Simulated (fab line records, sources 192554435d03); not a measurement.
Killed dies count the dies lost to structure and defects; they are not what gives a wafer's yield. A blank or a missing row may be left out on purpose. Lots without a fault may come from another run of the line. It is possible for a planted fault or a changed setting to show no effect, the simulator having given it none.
fab line records	flow n5_finfet
record: lots: 15	wafers: 45	last_day: 18
route steps=1938 shown BEOL_M7@1264
lots untouched by any fault: they come from a run of this same line in which no faults occurred
start_h: hours from the record's opening day to when the first of the lot's shown wafers began	wait_h: hours from the lot's prior step to this one	" the same as in the row above	L1.1+2: several wafers, shown together as one row	- no value, or no start was given	* or withheld: withheld	< > ~ a bound
route shown NAME@n: names a module that has steps shown in the file, with the first one's number in the route	usual: mean/standard deviation of fault-free wafers	same: alike in all rows	chamber/n: place in a boat	sites: readings site by site	_std_site: the standard deviation of these	_edge_site: outer sites' mean less inner sites'	radius_mm: for every site, how far away it sits from the centre of the wafer	mask NAME#n: copy n	behind: the most recent tool/chamber to have shaped the wafer	hold: why the lot went on hold/how many hours it stayed there/how the hold came to an end	device: names the non-switching transistor (n, p or np)	end of line: the tests these same wafers got at the end of their route	a step given without rows: its recipe and nothing more	killed: the dies lost at the first sort to structure and to defects; this is not the yield of the wafer	map: dies across one wafer; x = killed, . = not, _ = none there
set.NAME: the setting that was run; set.NAME@STEP: the one run at that earlier step	model.NAME: the simulator's own value behind a step, which no gauge read
a sample of lots followed through the steps of the route, with each step as a table and each wafer as a row
services: from which hour (start_h, from the record's first day; less than 0 if before it) a tool's chamber was out of use, for how many hours, and why
== steps ==
step: N5_BEOL_M7_CURE_74
recipe: temp_c: 385	time_s: 240	ambient: He/Ar	material: SiCOH_lowk
usual: lamp_power_pct: 52.32/0.053	wafer_temp_C_max: 386.8/0.62
lot.wafer	tool	chamber	start_h	wait_h	lamp_power_pct	wafer_temp_C_max
L996.2	uv_cure-02	0	181.15	0.1	52.21	386.3
L996.3	"	0	"	"	52.35	386.2
L996.4	"	0	"	"	52.28	386.2
L997.4	uv_cure-01	2	201.43	0.5	52.41	386.9
L997.5	"	2	"	"	52.34	387.1
L997.6	"	2	"	"	52.23	386.4
L999.4	uv_cure-03	0	212.96	0.3	52.38	386.1
L999.5	"	0	"	"	52.39	386.0
L999.6	"	0	"	"	52.28	386.2
L100.1	uv_cure-02	2	223.08	0.0	52.31	386.2
L100.3	"	2	"	"	52.23	386.5
L100.4	"	2	"	"	52.31	386.4
L101.2	uv_cure-03	0	230.72	0.1	52.40	386.5
L101.5	"	0	"	"	52.34	386.5
L101.6	"	0	"	"	52.25	386.8
L102.2	uv_cure-01	1	236.09	0.1	52.32	387.5
L102.3	"	1	"	"	52.43	388.4
L102.6	"	1	"	"	52.30	387.6
L103.3	uv_cure-03	0	257.42	0.2	52.35	386.7
L103.5	"	0	"	"	52.24	386.4
L103.6	"	0	"	"	52.37	386.6
L104.2	uv_cure-03	2	258.34	0.1	52.31	386.1
L104.4	"	2	"	"	52.25	387.2
L104.5	"	2	"	"	52.33	386.4
L106.2	uv_cure-02	1	269.76	0.1	52.45	386.8
L106.3	"	1	"	"	52.31	387.1
L106.4	"	1	"	"	52.35	387.8
L107.1	uv_cure-03	2	278.52	0.0	52.34	385.8
L107.2	"	2	"	"	52.27	386.0
L107.3	"	2	"	"	52.34	386.6
L114.2	uv_cure-02	0	305.76	0.1	52.31	386.7
L114.5	"	0	"	"	52.35	387.0
L114.6	"	0	"	"	52.21	387.4
L115.1	uv_cure-02	0	308.20	0.0	52.28	386.6
L115.3	"	0	"	"	52.27	386.5
L115.6	"	0	"	"	52.29	386.7
L116.1	uv_cure-02	1	325.80	0.5	52.36	387.3
L116.2	"	1	"	"	52.38	386.9
L116.3	"	1	"	"	52.36	387.0
L117.2	uv_cure-01	2	328.23	0.4	52.33	387.0
L117.3	"	2	"	"	52.33	387.1
L117.6	"	2	"	"	52.33	387.2
L119.1	uv_cure-03	0	341.56	0.0	52.29	386.6
L119.3	"	0	"	"	52.44	386.7
L119.6	"	0	"	"	52.30	386.8
step: N5_BEOL_M7_ETCH_61
recipe: chemistry: CF4	target: SiARC	target_depth_a: 455	mask_material: CAR-ArF	time_s: 75.8	ion_energy_ev: 80	pressure_mtorr: 40	source_w: 545	bias_w: 36	Ar_flow_sccm: 100	cf4_flow_sccm: 100	ends: cleared
usual: chamber_pressure_mTorr: 40.00/0.038	drypump_motor_current_A: 5.5/0.37	etch_rf_on_time_s: 75.6/1.4	oes_product_au: 0.68/0.075	rf_vpp_V: 184.1/1.1	showerhead_plenum_p_Torr: 2.15/0.053	throttle_valve_pct: 15.62/0.24
lot.wafer	tool	chamber	start_h	wait_h	chamber_pressure_mTorr	drypump_motor_current_A	etch_rf_on_time_s	oes_product_au	rf_hours_counter_h	rf_vpp_V	showerhead_plenum_p_Torr	throttle_valve_pct
L996.2	rie_diel-06	0	182.30	0.0	39.98	5.4	77.0	0.62	204	183.3	2.12	15.85
L996.3	"	1	"	"	39.96	5.7	75.6	0.84	1	184.8	2.28	15.36
L996.4	"	1	"	"	40.04	5.7	75.6	0.84	-	184.8	2.28	15.33
L997.4	rie_diel-06	0	204.14	0.0	40.00	5.4	77.0	0.61	211	182.7	2.12	15.86
L997.5	"	2	"	"	39.99	5.8	74.1	0.67	-	185.6	2.16	15.68
L997.6	"	3	"	"	40.00	5.1	73.3	0.85	-	185.7	2.10	15.45
L999.4	rie_diel-03	3	215.82	0.0	40.00	5.4	75.2	0.64	156	183.0	2.14	15.88
L999.5	"	2	"	"	39.95	5.8	77.9	0.59	-	183.8	2.21	15.47
L999.6	"	3	"	"	39.93	5.4	75.2	0.64	-	183.9	2.14	15.88
L100.1	rie_diel-05	2	225.97	0.0	40.02	5.9	74.1	0.69	113	184.2	2.16	15.93
L100.3	"	3	"	"	40.00	5.4	78.1	0.64	139	182.1	2.15	15.41
L100.4	"	0	"	"	39.94	4.9	76.7	0.58	232	182.3	2.12	15.93
L101.2	rie_diel-06	2	233.18	0.0	39.94	5.8	74.7	0.66	122	185.7	2.15	15.72
L101.5	"	3	"	"	39.98	5.1	74.6	0.82	-	183.5	2.10	15.47
L101.6	"	2	"	"	39.93	5.8	75.1	0.65	-	183.7	2.15	15.70
L102.2	rie_diel-05	1	239.41	0.0	40.05	4.9	75.7	0.72	75	184.4	2.08	15.37
L102.3	"	2	"	"	40.03	5.8	74.6	0.68	117	183.5	2.16	15.95
L102.6	"	2	"	"	40.00	5.9	74.9	0.69	-	185.3	2.16	15.94
L103.3	rie_diel-05	1	258.54	0.0	40.04	4.9	76.1	0.71	79	182.7	2.08	15.36
L103.5	"	2	"	"	40.03	5.8	74.3	0.68	-	185.8	2.16	15.94
L103.6	"	3	"	"	39.95	5.4	77.0	0.63	-	184.4	2.15	15.41
L104.2	rie_diel-05	1	261.65	0.0	40.02	4.9	75.8	0.72	80	183.2	2.08	15.36
L104.4	"	0	"	"	40.00	4.9	76.7	0.58	241	183.3	2.11	15.96
L104.5	"	3	"	"	40.01	5.4	77.1	0.64	-	184.8	2.15	15.41
L106.2	rie_diel-06	3	272.71	0.0	39.99	5.1	73.4	0.80	22	183.6	2.10	15.50
L106.3	"	2	"	"	40.03	5.8	74.4	0.66	132	184.8	2.15	15.74
L106.4	"	0	"	"	39.96	5.4	77.2	0.60	229	184.0	2.12	15.90
L107.1	rie_diel-05	1	280.65	0.0	39.97	4.9	75.4	0.72	86	182.7	2.08	15.40
L107.2	"	2	"	"	40.03	5.8	73.7	0.68	128	185.3	2.15	15.97
L107.3	"	3	"	"	39.95	5.4	77.6	0.62	152	184.2	2.14	15.43
L114.2	rie_diel-05	3	307.40	0.0	40.10	5.4	77.5	0.62	160	183.6	2.14	15.47
L114.5	"	0	"	"	39.95	4.9	77.5	0.57	-	184.3	2.11	15.97
L114.6	"	3	"	"	39.97	5.4	78.8	0.62	-	184.5	2.14	15.45
L115.1	rie_diel-03	2	310.80	0.0	40.02	5.8	77.1	0.58	221	184.5	2.21	15.54
L115.3	"	1	"	"	39.99	5.1	75.2	0.67	118	185.3	2.15	15.46
L115.6	"	1	"	"	39.95	5.1	75.9	0.67	-	184.0	2.15	15.46
L116.1	rie_diel-06	2	328.49	0.0	40.04	5.8	74.9	0.63	151	184.9	2.14	15.76
L116.2	"	0	"	"	40.04	5.4	76.9	0.59	247	184.1	2.11	15.94
L116.3	"	3	"	"	40.03	5.2	74.4	0.76	40	184.0	2.09	15.54
L117.2	rie_diel-06	1	329.62	0.0	39.98	5.7	75.3	0.74	47	186.3	2.26	15.43
L117.3	"	0	"	"	40.01	5.4	76.5	0.60	248	184.5	2.11	15.94
L117.6	"	1	"	"	39.99	5.7	75.6	0.74	-	183.9	2.26	15.46
L119.1	rie_diel-03	0	343.81	0.0	40.06	6.2	75.2	0.72	54	184.2	2.09	15.35
L119.3	"	3	"	"	39.98	5.4	75.9	0.61	192	182.0	2.12	15.97
L119.6	"	0	"	"	40.06	6.2	74.4	0.73	-	182.2	2.09	15.36
step: N5_BEOL_M7_PEB_26
recipe: peb_temp_c: 100	peb_time_s: 60	resist: CAR-EUV
usual: chill_plate_temp_C: 23.00/0.1	exhaust_pa: 44.8/0.88	peb_time_s: 60/0
lot.wafer	tool	chamber	start_h	wait_h	chill_plate_temp_C	exhaust_pa	peb_time_s
L996.2	litho_track-01	0	183.64	0.1	23.06	46.1	60
L996.3	"	0	"	"	23.09	46.4	60
L996.4	"	0	"	"	23.10	46.4	60
L997.4	litho_track-01	0	205.95	0.0	22.84	42.9	60
L997.5	"	0	"	"	22.92	44.4	60
L997.6	"	0	"	"	22.90	43.4	60
L999.4	litho_track-04	0	216.55	0.0	22.91	44.5	60
L999.5	"	0	"	"	22.92	44.7	60
L999.6	"	0	"	"	23.01	44.8	60
L100.1	litho_track-04	0	227.12	0.1	22.91	44.7	60
L100.3	"	0	"	"	22.95	45.2	60
L100.4	"	0	"	"	22.98	43.6	60
L101.2	litho_track-05	0	237.58	0.1	23.07	43.8	60
L101.5	"	0	"	"	23.18	44.7	60
L101.6	"	0	"	"	23.03	43.8	60
L102.2	litho_track-01	0	241.22	0.1	23.10	43.9	60
L102.3	"	0	"	"	23.10	46.1	60
L102.6	"	0	"	"	23.05	44.8	60
L103.3	litho_track-04	-	260.23	0.0	-	-	-
L103.5	"	-	"	"	-	-	-
L103.6	"	-	"	"	-	-	-
L104.2	litho_track-04	-	263.56	0.1	-	-	-
L104.4	"	-	"	"	-	-	-
L104.5	"	-	"	"	-	-	-
L106.2	litho_track-04	-	275.61	0.1	-	-	-
L106.3	"	-	"	"	-	-	-
L106.4	"	-	"	"	-	-	-
L107.1	litho_track-04	0	281.31	0.1	23.06	44.5	60
L107.2	"	0	"	"	23.14	45.9	60
L107.3	"	0	"	"	22.97	45.4	60
L114.2	litho_track-04	0	309.41	0.1	22.87	43.7	60
L114.5	"	0	"	"	22.94	44.2	60
L114.6	"	0	"	"	23.00	44.3	60
L115.1	litho_track-04	0	312.84	0.1	23.00	44.5	60
L115.3	"	0	"	"	23.17	44.8	60
L115.6	"	0	"	"	23.16	44.4	60
L116.1	litho_track-01	0	332.21	0.1	22.91	44.3	60
L116.2	"	0	"	"	22.95	44.3	60
L116.3	"	0	"	"	23.15	44.4	60
L117.2	litho_track-04	0	332.25	0.1	22.94	43.8	60
L117.3	"	0	"	"	22.97	43.0	60
L117.6	"	0	"	"	23.02	44.8	60
L119.1	litho_track-05	0	345.09	0.1	23.03	46.7	60
L119.3	"	0	"	"	23.14	47.0	60
L119.6	"	0	"	"	23.10	45.6	60
step: N5_BEOL_M7_ETCH_66
recipe: chemistry: N2/H2	target: SOC	target_depth_a: 800	overetch_a: 160	mask_material: SiARC	temp_c: 40	time_s: 120	ion_energy_ev: 200	pressure_mtorr: 30	source_w: 840	bias_w: 150	n2_flow_sccm: 200	h2_flow_sccm: 200
usual: chamber_pressure_mTorr: 30.002/0.028	drypump_motor_current_A: 5.5/0.37	oes_product_au: 0.61/0.06	rf_vpp_V: 524.1/2	showerhead_plenum_p_Torr: 2.55/0.069	throttle_valve_pct: 17.79/0.24
lot.wafer	tool	chamber	start_h	wait_h	chamber_pressure_mTorr	drypump_motor_current_A	oes_product_au	rf_hours_counter_h	rf_vpp_V	showerhead_plenum_p_Torr	throttle_valve_pct
L996.2	rie_diel-06	1	183.91	0.0	29.975	5.7	0.76	1	528.0	2.71	17.59
L996.3	"	0	"	"	29.988	5.4	0.56	204	524.1	2.52	18.06
L996.4	"	1	"	"	29.969	5.7	0.75	-	528.1	2.71	17.61
L997.4	rie_diel-06	3	206.25	0.0	29.981	5.2	0.75	3	523.0	2.49	17.63
L997.5	"	0	"	"	30.005	5.4	0.56	-	524.0	2.52	18.08
L997.6	"	1	"	"	30.005	5.7	0.72	-	528.5	2.71	17.62
L999.4	rie_diel-03	0	216.82	0.0	30.014	6.3	0.69	20	523.5	2.49	17.49
L999.5	"	3	"	"	30.035	5.4	0.57	-	523.3	2.54	18.11
L999.6	"	2	"	"	30.034	5.8	0.54	-	525.7	2.62	17.56
L100.1	rie_diel-06	2	227.39	0.0	30.032	5.8	0.58	119	523.6	2.56	17.90
L100.3	"	0	"	"	29.987	5.4	0.55	217	522.8	2.51	18.08
L100.4	"	3	"	"	29.969	5.1	0.72	9	521.7	2.49	17.65
L101.2	rie_diel-03	0	237.85	0.0	30.030	6.2	0.68	24	522.3	2.49	17.51
L101.5	"	3	"	"	29.978	5.4	0.57	-	523.3	2.54	18.13
L101.6	"	2	"	"	29.997	5.8	0.54	-	526.0	2.61	17.56
L102.2	rie_diel-03	2	241.49	0.0	29.991	5.8	0.53	202	527.1	2.61	17.59
L102.3	"	3	"	"	30.015	5.4	0.56	162	524.0	2.54	18.13
L102.6	"	2	"	"	29.987	5.8	0.54	-	527.1	2.61	17.56
L103.3	rie_diel-05	2	260.49	0.0	29.971	5.9	0.61	122	523.4	2.55	18.13
L103.5	"	1	"	"	29.993	5.0	0.64	-	522.6	2.47	17.55
L103.6	"	2	"	"	29.994	5.9	0.61	-	524.5	2.55	18.11
L104.2	rie_diel-05	1	263.87	0.0	29.985	4.9	0.64	81	521.6	2.47	17.54
L104.4	"	0	"	"	30.016	4.9	0.52	242	522.8	2.50	18.12
L104.5	"	2	"	"	29.960	5.8	0.61	-	523.7	2.55	18.12
L106.2	rie_diel-03	3	275.88	0.0	29.998	5.4	0.56	171	523.7	2.54	18.13
L106.3	"	1	"	"	29.967	5.1	0.61	108	523.6	2.56	17.64
L106.4	"	2	"	"	30.044	5.8	0.53	210	526.6	2.61	17.59
L107.1	rie_diel-05	3	281.58	0.0	29.973	5.4	0.58	153	523.8	2.54	17.57
L107.2	"	1	"	"	29.990	4.9	0.64	86	520.8	2.47	17.58
L107.3	"	2	"	"	29.953	5.8	0.61	128	524.5	2.55	18.14
L114.2	rie_diel-05	2	309.68	0.0	30.005	5.8	0.59	137	524.7	2.55	18.15
L114.5	"	0	"	"	30.039	4.9	0.52	-	523.9	2.50	18.10
L114.6	"	3	"	"	30.046	5.4	0.57	-	523.5	2.53	17.60
L115.1	rie_diel-06	3	313.11	0.0	29.996	5.2	0.68	35	522.4	2.47	17.67
L115.3	"	0	"	"	29.998	5.4	0.53	242	521.9	2.50	18.12
L115.6	"	0	"	"	29.975	5.4	0.54	-	522.5	2.50	18.12
L116.1	rie_diel-03	1	332.71	0.0	30.007	5.2	0.59	125	524.4	2.55	17.66
L116.2	"	0	"	"	30.017	6.2	0.65	50	521.9	2.48	17.55
L116.3	"	3	"	"	29.995	5.4	0.55	188	522.9	2.53	18.16
L117.2	rie_diel-06	0	333.01	0.0	29.987	5.4	0.53	249	523.8	2.50	18.13
L117.3	"	1	"	"	29.966	5.7	0.65	48	527.9	2.69	17.70
L117.6	"	3	"	"	29.950	5.1	0.67	-	523.6	2.47	17.71
L119.1	rie_diel-05	1	345.36	0.0	30.001	4.9	0.62	109	522.3	2.46	17.58
L119.3	"	0	"	"	29.979	4.9	0.74	2	521.9	2.50	17.69
L119.6	"	2	"	"	30.024	5.8	0.58	-	523.2	2.54	18.17
== services ==
tool	chamber	start_h	hours	kind
rie_diel-03	-	157.17	10.0	pm
rie_diel-06	1	161.77	-	clean
rie_diel-06	1	161.77	-	consumable_replace:focus_ring
rie_diel-06	1	161.77	-	consumable_replace:showerhead
rie_diel-05	3	175.74	3.6	repair
uv_cure-01	-	180.26	2.1	pm
rie_diel-06	3	180.34	-	clean
rie_diel-06	3	180.34	-	consumable_replace:focus_ring
rie_diel-06	3	180.34	15.5	scheduled_down
rie_diel-06	3	180.34	15.5	vent_cycle
uv_cure-02	-	184.76	3.4	pm
uv_cure-03	-	191.65	4.4	repair
rie_diel-03	0	209.33	4.7	repair
uv_cure-02	-	216.12	0.3	repair
rie_diel-06	0	235.18	4.9	repair
uv_cure-03	-	262.03	1.3	repair
rie_diel-03	0	268.47	1.5	repair
rie_diel-05	0	280.12	21.8	repair
uv_cure-02	-	293.64	2.8	pm
rie_diel-05	0	314.89	-	clean
rie_diel-05	0	314.89	-	consumable_replace:focus_ring
rie_diel-05	0	314.89	23.4	scheduled_down
uv_cure-03	-	324.96	13.2	repair
rie_diel-06	2	329.05	5.4	repair
== key ==
first_sign: step: N5_BEOL_M7_PEB_26	reading: tool_record	direction: missing
effect none on later readings
met_at N5_BEOL_M7_PEB_26
struck_lots L103,L104,L106
later_rows_left_out L103.3,L103.5,L103.6,L104.2,L104.4,L104.5,L106.2,L106.3,L106.4
sort_left_out L103.3,L103.5,L103.6,L104.2,L104.4,L104.5,L106.2,L106.3,L106.4
not_acting_at N5_BEOL_M7_CURE_74,N5_BEOL_M7_ETCH_61,N5_BEOL_M7_ETCH_66
onset_between 227.12 260.23
fault: kind: skipped_step_whole	tool: litho_track-04	chamber: -	onset_h: 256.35	steps: N5_BEOL_M7_PEB_26	scope: struck_lots_only
sort_left_out: the simulated sort isn't trusted on such a fault, so these wafers' sort isn't shown, and their yield isn't known
later_rows_left_out: the simulator's readings of these wafers behind a module that went badly wrong aren't trusted and aren't shown, but for the sort
